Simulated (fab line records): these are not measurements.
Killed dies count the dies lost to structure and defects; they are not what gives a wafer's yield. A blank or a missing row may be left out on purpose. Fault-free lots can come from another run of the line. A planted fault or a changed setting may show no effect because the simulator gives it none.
What tool caused it?	flow n5 finfet	at 1 step of a route of 1938, 12 lots with 36 wafers sampled

== WHAT THE GAUGES SHOWED, per wafer ==
N5_BEOL_M7_CD_MEAS_18: pitch 80 nm, target cd 40 nm.
lot	measured	on	cd nm (nm)
L075	day 9 00:56	cd sem-01	39.8 41.5 40.3
L077	day 9 17:16	cd sem-02	39.6 39.4 39.6
L078	day 10 02:31	cd sem-03	40.7 39.9 39.9
L082	day 10 09:09	cd sem-01	40.1 40.3 40.2
L083	day 10 13:35	cd sem-03	39.2 39.0 39.0
L085	day 12 00:38	cd sem-02	39.3 39.9 39.1
L087	day 12 04:01	cd sem-03	40.1 39.8 39.8
L089	day 12 07:37	cd sem-02	39.4 39.5 39.9
L091	day 12 23:56	cd sem-03	40.8 39.8 40.2
L093	day 13 15:27	cd sem-03	39.7 39.2 39.8
L095	day 14 03:39	cd sem-03	40.0 40.9 39.4
L097	day 14 10:50	cd sem-02	40.2 39.8 39.5

== EACH LOT AND THE TOOL THAT RAN IT (in order: tool; ch and the chambers of the sampled wafers; start) ==
The record shows no process step preceding these readings.

== THE ANSWER, worked out from the rows above alone ==
Rule: usual is defined by the lots themselves. Put in order of their means at a reading, lots are off if they are a third of the lots or fewer, leave a main group of 4 or more, and stand apart from it by a gap of 3 or more times the standard deviation of the main group's means; of several such gaps the widest counts. If all means in a main group match to the digits the tables above print for the reading, that group is not used. A lot without any number at a reading at which 4 lots or more have one is off too. Any other lot the step has rows for is counted as sound.
Nothing can be told from this: no lot is off at any reading shown.

== WHAT THE SIMULATOR PUT IN ==
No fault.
